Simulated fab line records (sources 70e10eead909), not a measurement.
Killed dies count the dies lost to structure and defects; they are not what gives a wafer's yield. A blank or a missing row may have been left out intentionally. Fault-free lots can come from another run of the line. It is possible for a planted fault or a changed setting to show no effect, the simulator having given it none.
fab line records	flow nand_harc
record: lots: 13	wafers: 39	last_day: 25
route steps=1159 shown P_GATE@124 END@1159
lots that met no fault: from a run of the same line without faults
start_h: the number of hours between the record's first day and the start of the first shown wafer of the lot	wait_h: how many hours have passed since the lot's step before this one	" unchanged from the row above	L1.1+2: several wafers, shown together as one row	- no value present, or no start provided	* or withheld: withheld	< > ~ a bound
route shown NAME@n: NAME is a module with steps in the file, n the number in the route of the first one	usual: mean/standard deviation of fault-free wafers	same: alike in all rows	chamber/n: place in a boat	sites: per-site readings	_std_site: how widely they spread, as a standard deviation	_edge_site: outer sites' mean less inner sites'	radius_mm: how far each site lies from the wafer's centre	mask NAME#n: copy n	behind: the most recent tool/chamber to have shaped the wafer	hold: the reason the lot was held/the length of the hold in hours/how it ended	device: transistor that didn't switch, given as n, p or np	end of line: the tests these same wafers got at the end of their route	a step without rows: its recipe alone	killed: the dies lost at the first sort to structure and to defects; this is not the yield of the wafer	map: a wafer's dies, marking killed ones x, the rest . and places with no die _
set.NAME: the run value of the setting; set.NAME@STEP: its run value at that earlier step	model.NAME: the simulator's own value behind a step, which no gauge read
steps of the route over a sample of lots; a table a step, a row a wafer
services: a tool's chamber out of use, with start hour (start_h, from the record's first day; less than 0 if before it), hours out, and reason
== steps ==
step: NHARC_P_GATE_DESCUM_13
recipe: time_s: 3	o2_flow_sccm: 200	ar_flow_sccm: 0	bias_power_w: 0	chemistry: O2
usual: drypump_motor_current_A: 5.7/0.36	oes_product_au: 0.996/0.0091	rf_vpp_V: 57.8/0.89	showerhead_plenum_p_Torr: 1.89/0.1	throttle_valve_pct: 11.313/0.01
same: bias_power_w: 0
lot.wafer	tool	chamber	start_h	wait_h	drypump_motor_current_A	oes_product_au	rf_hours_counter_h	rf_vpp_V	showerhead_plenum_p_Torr	throttle_valve_pct
L376.3	rie_diel-13	3	88.54	-	6.0	1.006	61	55.9	1.79	11.304
L376.1	"	2	"	"	5.3	0.985	57	59.9	2.00	11.311
L376.6	"	0	"	"	5.6	0.992	-	57.4	1.93	11.323
L377.1	rie_diel-03	3	101.08	-	5.3	1.007	11	58.3	1.78	11.289
L377.3	"	0	"	"	5.5	1.000	12	57.5	1.93	11.310
L377.6	"	0	"	"	5.6	1.009	-	56.6	1.93	11.308
L384.3	rie_diel-03	3	150.09	-	5.3	1.014	19	56.9	1.78	11.324
L384.1	"	0	"	"	5.6	0.991	19	58.4	1.93	11.293
L384.4	"	2	"	"	5.7	1.005	17	57.4	2.04	11.321
L388.3	rie_diel-03	2	154.28	-	5.7	0.993	19	59.6	2.04	11.326
L388.5	"	1	"	"	6.4	0.990	-	58.4	1.80	11.312
L388.6	"	2	"	"	5.7	1.001	-	58.0	2.04	11.304
L386.4	rie_diel-03	2	154.34	-	5.7	1.010	19	58.1	2.04	11.317
L386.5	"	2	"	"	5.7	1.011	-	57.9	2.04	11.302
L386.6	"	3	"	"	5.3	1.008	-	57.3	1.78	11.308
L387.1	rie_diel-03	1	154.46	-	6.4	0.990	14	59.6	1.80	11.319
L387.2	"	2	"	"	5.7	1.000	19	58.9	2.04	11.312
L387.4	"	3	"	"	5.3	0.997	21	59.0	1.78	11.330
L390.4	rie_diel-03	0	173.49	-	5.5	0.993	26	58.0	1.93	11.334
L390.2	"	2	"	"	5.7	1.006	25	59.3	2.04	11.315
L390.3	"	3	"	"	5.2	1.003	27	58.1	1.77	11.311
L391.2	rie_diel-03	0	181.38	-	5.5	1.000	28	57.2	1.93	11.316
L391.5	"	3	"	"	5.3	0.998	-	57.5	1.77	11.320
L391.6	"	0	"	"	5.5	0.999	-	59.0	1.93	11.311
L392.2	rie_diel-03	2	188.91	-	5.7	0.989	29	57.5	2.04	11.312
L392.3	"	0	"	"	5.6	0.989	29	57.9	1.93	11.311
L392.6	"	2	"	"	5.7	1.002	-	58.1	2.04	11.315
L393.3	rie_diel-13	0	189.08	-	5.6	1.001	27	58.4	1.92	11.342
L393.2	"	2	"	"	5.3	1.000	32	57.8	1.99	11.319
L393.5	"	3	"	"	6.0	0.982	-	57.3	1.78	11.315
L394.4	rie_diel-13	0	201.43	-	5.6	0.993	32	58.5	1.92	11.306
L394.2	"	2	"	"	5.3	1.003	36	59.3	1.99	11.309
L394.1	"	3	"	"	6.1	0.986	36	58.7	1.78	11.319
L395.4	rie_diel-13	3	201.62	-	6.1	0.989	36	56.4	1.78	11.301
L395.5	"	1	"	"	5.8	0.993	-	57.5	1.79	11.321
L395.6	"	2	"	"	5.3	1.003	-	58.5	1.99	11.312
L396.1	rie_diel-13	3	213.48	-	6.1	0.988	39	57.2	1.78	11.296
L396.2	"	0	"	"	5.6	0.996	36	58.1	1.92	11.314
L396.5	"	2	"	"	5.3	0.999	-	58.8	1.99	11.304
step: NHARC_P_GATE_HM_DEP_102
recipe: target_thk_a: 1200	temp_c: 400	material: aC
usual: throttle_valve_pct: 35.001/0.0091
lot.wafer	tool	chamber	start_h	wait_h	throttle_valve_pct
L376.1	acl_dep-01	0	102.14	1.7	35.007
L376.3	"	0	"	"	35.014
L376.6	"	0	"	"	35.017
L377.1	acl_dep-02	0	113.11	0.4	34.994
L377.3	"	0	"	"	35.008
L377.6	"	0	"	"	34.991
L377.1	acl_dep-03	0	114.29	1.1	35.006
L377.3	"	0	"	"	35.004
L377.6	"	0	"	"	34.995
L384.1	acl_dep-02	0	163.23	1.5	35.002
L384.3	"	0	"	"	34.990
L384.4	"	0	"	"	34.992
L384.1	acl_dep-02	0	164.42	1.1	35.004
L384.3	"	0	"	"	35.013
L384.4	"	0	"	"	34.998
L388.3	acl_dep-03	0	166.88	0.6	35.004
L388.5	"	0	"	"	34.992
L388.6	"	0	"	"	35.008
L387.1	acl_dep-01	0	168.10	1.8	35.007
L387.2	"	0	"	"	35.008
L387.4	"	0	"	"	34.980
L386.4	acl_dep-03	0	168.85	2.6	35.004
L386.5	"	0	"	"	34.999
L386.6	"	0	"	"	34.990
L390.2	acl_dep-02	0	188.91	2.6	35.023
L390.3	"	0	"	"	35.000
L390.4	"	0	"	"	34.995
L391.2	acl_dep-02	0	195.68	0.7	35.000
L391.5	"	0	"	"	34.993
L391.6	"	0	"	"	35.009
L393.2	acl_dep-02	0	202.69	1.8	34.999
L393.3	"	0	"	"	34.992
L393.5	"	0	"	"	34.971
L392.2	acl_dep-01	0	202.85	1.9	35.016
L392.3	"	0	"	"	35.009
L392.6	"	0	"	"	34.999
L394.1	acl_dep-01	0	213.50	0.4	34.999
L394.2	"	0	"	"	34.987
L394.4	"	0	"	"	34.995
L395.4	acl_dep-02	0	214.14	1.0	35.014
L395.5	"	0	"	"	35.005
L395.6	"	0	"	"	35.008
L396.1	acl_dep-01	0	226.57	1.2	34.987
L396.2	"	0	"	"	35.017
L396.5	"	0	"	"	34.995
step: NHARC_P_GATE_CD_MEAS_26
recipe: target_cd_nm: 120	landing_energy_ev: 500
usual: cd_nm: 120.1/0.54
lot.wafer	tool	chamber	start_h	wait_h	cd_nm
L376.1	cd_sem-02	0	103.49	-	120.8
L376.3	"	0	"	"	120.3
L376.6	"	0	"	"	121.2
L377.1	cd_sem-02	0	115.59	-	120.0
L377.3	"	0	"	"	119.9
L377.6	"	0	"	"	119.4
L384.1	cd_sem-03	0	166.00	-	120.0
L384.3	"	0	"	"	120.4
L384.4	"	0	"	"	119.9
L388.3	cd_sem-02	0	168.01	-	119.6
L388.5	"	0	"	"	120.3
L388.6	"	0	"	"	120.2
L387.1	cd_sem-01	0	169.44	-	120.9
L387.2	"	0	"	"	120.6
L387.4	"	0	"	"	120.7
L386.4	cd_sem-01	0	169.88	-	119.7
L386.5	"	0	"	"	119.8
L386.6	"	0	"	"	119.9
L390.2	cd_sem-03	0	190.15	-	120.3
L390.3	"	0	"	"	119.7
L390.4	"	0	"	"	119.5
L391.2	cd_sem-02	0	196.91	-	119.8
L391.5	"	0	"	"	120.4
L391.6	"	0	"	"	121.0
L393.2	cd_sem-02	0	204.24	-	120.1
L393.3	"	0	"	"	119.7
L393.5	"	0	"	"	120.3
L392.2	cd_sem-02	0	204.40	-	119.9
L392.3	"	0	"	"	120.6
L392.6	"	0	"	"	120.1
L394.1	cd_sem-02	0	215.13	-	120.7
L394.2	"	0	"	"	120.4
L394.4	"	0	"	"	119.7
L395.4	cd_sem-01	0	215.82	-	120.2
L395.5	"	0	"	"	120.0
L395.6	"	0	"	"	119.5
L396.1	cd_sem-03	0	227.91	-	120.1
L396.2	"	0	"	"	119.9
L396.5	"	0	"	"	120.3
step: NHARC_P_GATE_ETCH_32
recipe: target_depth_a: 1500	over_etch_frac: 1	over_etch_ion_energy_ev: 40	time_s: 100.1	hbr_flow_sccm: 150	cl2_flow_sccm: 50	rf_w: 400	icp_w: 400	bias_w: 100	chemistry: HBr/Cl2
usual: drypump_motor_current_A: 5.6/0.34	oes_product_au: 1.000/0.01	throttle_valve_pct: 26.406/0.0088
lot.wafer	tool	chamber	start_h	wait_h	drypump_motor_current_A	oes_product_au	rf_hours_counter_h	throttle_valve_pct
L376.3	rie_si-02	2	104.31	-	5.3	1.005	0.5	26.412
L376.1	"	0	"	"	5.5	0.999	0.5	26.390
L376.6	"	2	"	"	5.3	0.999	-	26.397
L377.1	rie_si-02	3	116.31	-	5.6	1.004	0.6	26.403
L377.3	"	0	"	"	5.5	0.985	0.6	26.402
L377.6	"	2	"	"	5.3	1.020	-	26.392
L384.1	rie_si-02	1	166.73	-	5.7	0.991	1.0	26.390
L384.4	"	2	"	"	5.3	1.001	1.0	26.404
L384.3	"	0	"	"	5.5	1.008	1.1	26.401
L388.3	rie_si-04	0	168.79	-	5.2	0.999	0.6	26.413
L388.6	"	0	"	"	5.2	1.003	-	26.395
L388.5	"	1	"	"	5.1	1.001	-	26.400
L387.1	rie_si-04	3	170.81	-	6.1	0.998	0.6	26.411
L387.4	"	0	"	"	5.2	0.995	0.7	26.409
L387.2	"	1	"	"	5.1	0.998	0.7	26.392
L386.4	rie_si-02	3	171.33	-	5.6	1.007	1.2	26.396
L386.5	"	0	"	"	5.5	0.980	-	26.422
L386.6	"	1	"	"	5.8	1.008	-	26.395
L390.3	rie_si-02	1	191.08	-	5.8	0.987	1.4	26.404
L390.2	"	2	"	"	5.3	1.009	1.3	26.407
L390.4	"	3	"	"	5.6	1.013	1.3	26.406
L391.2	rie_si-04	3	197.69	-	6.1	0.987	0.9	26.397
L391.5	"	0	"	"	5.2	1.013	-	26.415
L391.6	"	1	"	"	5.2	0.998	-	26.411
L393.3	rie_si-03	0	204.98	-	5.8	1.002	0.2	26.420
L393.2	"	1	"	"	6.0	1.006	0.2	26.401
L393.5	"	2	"	"	5.3	0.980	-	26.404
L392.3	rie_si-02	3	205.23	-	5.6	1.001	1.4	26.412
L392.2	"	2	"	"	5.3	0.984	1.5	26.408
L392.6	"	0	"	"	5.5	0.976	-	26.404
L394.4	rie_si-03	1	216.46	-	6.0	0.996	0.3	26.399
L394.2	"	3	"	"	6.2	1.004	0.5	26.394
L394.1	"	0	"	"	5.8	1.011	0.4	26.413
L395.4	rie_si-04	2	216.54	-	5.6	1.022	1.0	26.402
L395.6	"	1	"	"	5.1	1.010	-	26.419
L395.5	"	2	"	"	5.6	1.013	-	26.414
L396.1	rie_si-03	3	228.63	-	6.3	1.008	0.6	26.411
L396.2	"	0	"	"	5.8	1.013	0.5	26.401
L396.5	"	0	"	"	5.8	1.010	-	26.401
step: NHARC_END_SORT_01
recipe: temp_c: 25
usual: killed_at_array: 25/9.2	killed_at_other: 0.9/1.3	killed_at_periphery: 3.3/2.3	killed_dies: 29/9.6	killed_open: 3.2/1.8	killed_short: 2/1.4
same: gross_dies: 677
lot.wafer	tool	chamber	start_h	wait_h	killed_at_array	killed_at_other	killed_at_periphery	killed_dies	killed_open	killed_short
L386.4	prober-01	0	514.67	3.4	20	0	3	23	6	2
L386.5	prober-01	0	515.48	3.7	21	0	1	22	3	3
L386.6	prober-01	0	516.29	4.1	20	0	1	21	3	0
L388.3	prober-01	0	531.11	3.1	12	4	4	20	9	1
L388.5	prober-01	0	532.71	3.7	10	1	4	15	2	2
L388.6	prober-01	0	533.52	4.0	13	4	4	21	4	2
L384.1	prober-02	0	535.13	2.5	30	0	4	34	2	3
L384.3	prober-02	0	536.74	3.1	44	0	5	49	3	2
L384.4	prober-02	0	537.54	3.4	35	0	10	45	1	3
L387.1	prober-02	0	542.04	2.5	24	2	1	27	3	5
L387.2	prober-02	0	542.82	2.8	22	2	1	25	0	2
L387.4	prober-02	0	544.38	3.3	27	5	1	33	4	5
L390.2	prober-02	0	560.23	2.8	19	3	6	28	5	2
L390.3	prober-02	0	561.03	3.1	14	2	6	22	4	6
L390.4	prober-02	0	561.83	3.4	21	0	4	25	4	5
killed by level:class
L386.4 A_CONTACT:chamber_film_flake=9 A_STAIRCASE:chamber_film_flake=3 P_CONTACT:geometric_particle:open=2 A_CONTACT:geometric_particle:open=2 P_M0:geometric_particle:open=1 A_SGD_CUT:geometric_particle:short=1 A_BLC:geometric_particle:short=1 A_M0:geometric_particle:open=1
L386.5 A_STAIRCASE:chamber_film_flake=5 A_CHANNEL_HOLE_D1:chamber_film_flake=4 A_CONTACT:geometric_particle:open=3 A_CONTACT:chamber_film_flake=3 A_SGD_CUT:chamber_film_flake=2 A_WL_FILL:chamber_film_flake=2 P_M0:geometric_particle:short=1 A_CHANNEL_HOLE_D1:geometric_particle:short=1
L386.6 A_CONTACT:chamber_film_flake=7 A_SGD_CUT:chamber_film_flake=4 A_CHANNEL_HOLE_D1:chamber_film_flake=3 A_STAIRCASE:chamber_film_flake=3 P_CONTACT:geometric_particle:open=1 A_ONON_D1:geometric_particle:open=1 A_CHANNEL_FILL_D1:geometric_particle:open=1 A_WL_FILL:chamber_film_flake=1
L388.3 THIN_TSV:chamber_film_flake=3 A_CONTACT:geometric_particle:open=2 A_CHANNEL_HOLE_D1:chamber_film_flake=2 A_CONTACT:chamber_film_flake=2 P_CONTACT:geometric_particle:open=1 P_M0:geometric_particle:open=1 A_SOURCE_PLATE:geometric_particle:open=1 A_CHANNEL_FILL_D1:geometric_particle:open=1
L388.5 A_CHANNEL_HOLE_D1:chamber_film_flake=6 P_M1:geometric_particle:open=1 P_M2:geometric_particle:open=1 P_M2:geometric_particle:short=1 A_WL_FILL:geometric_particle:short=1 P_STI:chamber_film_flake=1 A_STAIRCASE:chamber_film_flake=1 A_CONTACT:chamber_film_flake=1
L388.6 THIN_TSV:chamber_film_flake=4 A_WL_FILL:geometric_particle:open=2 A_CHANNEL_HOLE_D1:chamber_film_flake=2 A_CHANNEL_FILL_D1:chamber_film_flake=2 A_STAIRCASE:chamber_film_flake=2 P_GATE:geometric_particle:short=1 P_GATE:geometric_particle:open=1 A_WL_FILL:geometric_particle:short=1
L384.1 A_CHANNEL_HOLE_D1:chamber_film_flake=11 A_SLIT:chamber_film_flake=6 P_CONTACT:chamber_film_flake=3 A_M0:chamber_film_flake=3 A_STAIRCASE:chamber_film_flake=3 A_WL_FILL:geometric_particle:short=2 A_CHANNEL_FILL_D1:geometric_particle:short=1 A_CHANNEL_FILL_D1:geometric_particle:open=1
L384.3 A_CHANNEL_HOLE_D1:chamber_film_flake=19 A_SLIT:chamber_film_flake=10 A_STAIRCASE:chamber_film_flake=5 P_CONTACT:chamber_film_flake=3 A_ZERO_WELL:chamber_film_flake=3 P_STI:geometric_particle:short=1 P_CONTACT:geometric_particle:open=1 A_ONON_D1:geometric_particle:open=1
L384.4 A_CHANNEL_HOLE_D1:chamber_film_flake=13 A_SLIT:chamber_film_flake=12 P_CONTACT:chamber_film_flake=9 A_STAIRCASE:chamber_film_flake=3 A_M0:geometric_particle:short=2 A_CHANNEL_FILL_D1:geometric_particle:short=1 A_WL_FILL:geometric_particle:open=1 P_STI:chamber_film_flake=1
L387.1 A_STAIRCASE:chamber_film_flake=6 A_SLIT:chamber_film_flake=5 A_CONTACT:chamber_film_flake=3 A_CONTACT:geometric_particle:short=2 A_CHANNEL_HOLE_D1:chamber_film_flake=2 THIN_TSV:chamber_film_flake=2 P_M0:geometric_particle:open=1 A_CHANNEL_FILL_D1:geometric_particle:short=1
L387.2 A_STAIRCASE:chamber_film_flake=11 A_CHANNEL_HOLE_D1:chamber_film_flake=6 A_SLIT:chamber_film_flake=3 P_CONTACT:geometric_particle:short=1 STARTING-WAFER:geometric_particle:short=1 A_CONTACT:chamber_film_flake=1 A_M1:chamber_film_flake=1 THIN_TSV:chamber_film_flake=1
L387.4 A_STAIRCASE:chamber_film_flake=9 A_CHANNEL_HOLE_D1:chamber_film_flake=5 THIN_TSV:chamber_film_flake=5 A_WL_FILL:geometric_particle:short=4 A_SLIT:chamber_film_flake=4 A_ONON_D1:geometric_particle:open=2 P_M0:geometric_particle:open=1 A_M0:geometric_particle:short=1
L390.2 A_STAIRCASE:chamber_film_flake=6 A_CHANNEL_HOLE_D1:chamber_film_flake=4 P_ZERO_WELL:chamber_film_flake=3 A_CONTACT:chamber_film_flake=3 P_M0:geometric_particle:open=2 A_WL_FILL:chamber_film_flake=2 THIN_TSV:chamber_film_flake=2 P_CONTACT:geometric_particle:short=1
L390.3 A_CONTACT:chamber_film_flake=5 A_STAIRCASE:chamber_film_flake=3 A_CONTACT:geometric_particle:short=2 THIN_TSV:chamber_film_flake=2 P_CONTACT:geometric_particle:short=1 P_CONTACT:geometric_particle:open=1 P_M0:geometric_particle:open=1 P_M0:geometric_particle:short=1
L390.4 A_STAIRCASE:chamber_film_flake=5 A_CONTACT:chamber_film_flake=5 A_CHANNEL_HOLE_D1:chamber_film_flake=4 A_WL_FILL:geometric_particle:short=3 P_STI:geometric_particle:short=1 P_CONTACT:geometric_particle:open=1 P_CONTACT:geometric_particle:short=1 A_CONTACT:geometric_particle:open=1
== services ==
tool	chamber	start_h	hours	kind
rie_diel-03	2	66.80	5.8	repair
rie_diel-03	0	71.80	-	clean
rie_diel-03	1	71.80	-	clean
rie_diel-03	3	71.80	-	clean
rie_diel-03	0	96.30	-	clean
rie_diel-03	1	96.30	-	clean
rie_diel-03	2	96.30	-	clean
rie_diel-03	3	96.30	-	clean
acl_dep-02	-	97.33	2.2	repair
rie_si-04	-	99.00	9.0	pm
rie_diel-13	-	99.17	9.0	pm
acl_dep-01	-	112.98	13.0	pm
rie_diel-13	1	113.80	4.9	repair
rie_diel-03	0	120.80	-	clean
rie_diel-03	1	120.80	-	clean
rie_diel-03	2	120.80	-	clean
rie_diel-03	2	130.39	2.0	repair
rie_si-03	-	155.00	9.0	pm
acl_dep-02	-	168.29	13.0	pm
rie_diel-13	3	205.91	4.2	repair
rie_diel-13	1	206.20	2.9	repair
rie_si-02	-	211.00	9.0	pm
rie_diel-03	-	215.30	9.0	pm
acl_dep-03	-	225.00	13.0	pm
== key ==
first_sign: step: NHARC_P_GATE_HM_DEP_102	reading: visit	direction: added
effect none on later readings
met_at NHARC_P_GATE_HM_DEP_102
struck_lots L377,L384
tester_left_out L377,L384
not_acting_at NHARC_P_GATE_DESCUM_13,NHARC_P_GATE_CD_MEAS_26,NHARC_P_GATE_ETCH_32
fault: kind: repeated_step_whole	tool: acl_dep-01,acl_dep-02,acl_dep-03	chamber: -	onset_h: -	steps: NHARC_P_GATE_HM_DEP_102	times: 1	scope: struck_lots_only
tester_left_out: of these lots the tester's yield and bins aren't shown, on N5 and GAA mostly nor the transistor test; their killed dies are dies lost to structure and defects alone, not to doping, threshold or leakage, so they don't give the yield
